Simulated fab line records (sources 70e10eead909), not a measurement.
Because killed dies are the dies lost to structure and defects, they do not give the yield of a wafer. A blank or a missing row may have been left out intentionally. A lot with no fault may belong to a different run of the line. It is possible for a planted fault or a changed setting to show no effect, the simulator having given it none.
Chamber matching || flow nand-harc || 3 sister chambers for NHARC_A_STAIRCASE_DEP_259 on pecvd-04
The step deposits SiON, target thk 30 nm. 6 wafers are shown with their chamber, then 9 later ones without.

== WAFERS WITH THEIR CHAMBER ==
{"wafer": "L082.6", "chamber": 0, "heater-power-w (W)": 765}
{"wafer": "L086.2", "chamber": 2, "heater-power-w (W)": 711}
{"wafer": "L086.5", "chamber": 1, "heater-power-w (W)": 600}
{"wafer": "L088.1", "chamber": 1, "heater-power-w (W)": 644}
{"wafer": "L088.3", "chamber": 2, "heater-power-w (W)": 707}
{"wafer": "L088.6", "chamber": 0, "heater-power-w (W)": 823}

== WAFERS WITH NO CHAMBER GIVEN ==
{"wafer": "L093.1", "heater-power-w (W)": 700}
{"wafer": "L093.3", "heater-power-w (W)": 840}
{"wafer": "L093.5", "heater-power-w (W)": 860}
{"wafer": "L092.3", "heater-power-w (W)": 656}
{"wafer": "L092.5", "heater-power-w (W)": 648}
{"wafer": "L092.6", "heater-power-w (W)": 652}
{"wafer": "L096.2", "heater-power-w (W)": 650}
{"wafer": "L096.4", "heater-power-w (W)": 671}
{"wafer": "L096.5", "heater-power-w (W)": 668}

== CHAMBER TAKEN BY EACH ==
{"wafer": "L093.1", "from the rows above": 2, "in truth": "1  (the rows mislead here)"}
{"wafer": "L093.3", "from the rows above": 0, "in truth": 0}
{"wafer": "L093.5", "from the rows above": 0, "in truth": 0}
{"wafer": "L092.3", "from the rows above": "can't be placed: 1 or 2", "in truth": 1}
{"wafer": "L092.5", "from the rows above": "can't be placed: 1 or 2", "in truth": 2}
{"wafer": "L092.6", "from the rows above": "can't be placed: 1 or 2", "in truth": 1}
{"wafer": "L096.2", "from the rows above": "can't be placed: 1 or 2", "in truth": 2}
{"wafer": "L096.4", "from the rows above": "can't be placed: 2 or 1", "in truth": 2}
{"wafer": "L096.5", "from the rows above": "can't be placed: 2 or 1", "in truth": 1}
2 of 9 placed correctly. Unplaceable from these rows: 6, with the true chamber sitting among the candidates in 6. Number placed wrongly: 1.
How it was worked out, from the rows above alone: a wafer's distance from a chamber is the root of the sum, over the readings, of the square of ((its reading less the chamber's mean) divided by the reading's scatter). If the next closest chamber is less than 2 further off than the closest, the wafer can't be placed; otherwise it belongs to the closest. The mean given for a chamber averages the wafers shown for that chamber. The scatter: the root of (the sum of the squares of (reading less its chamber's mean) over the shown wafers, divided by (wafers less chambers)).
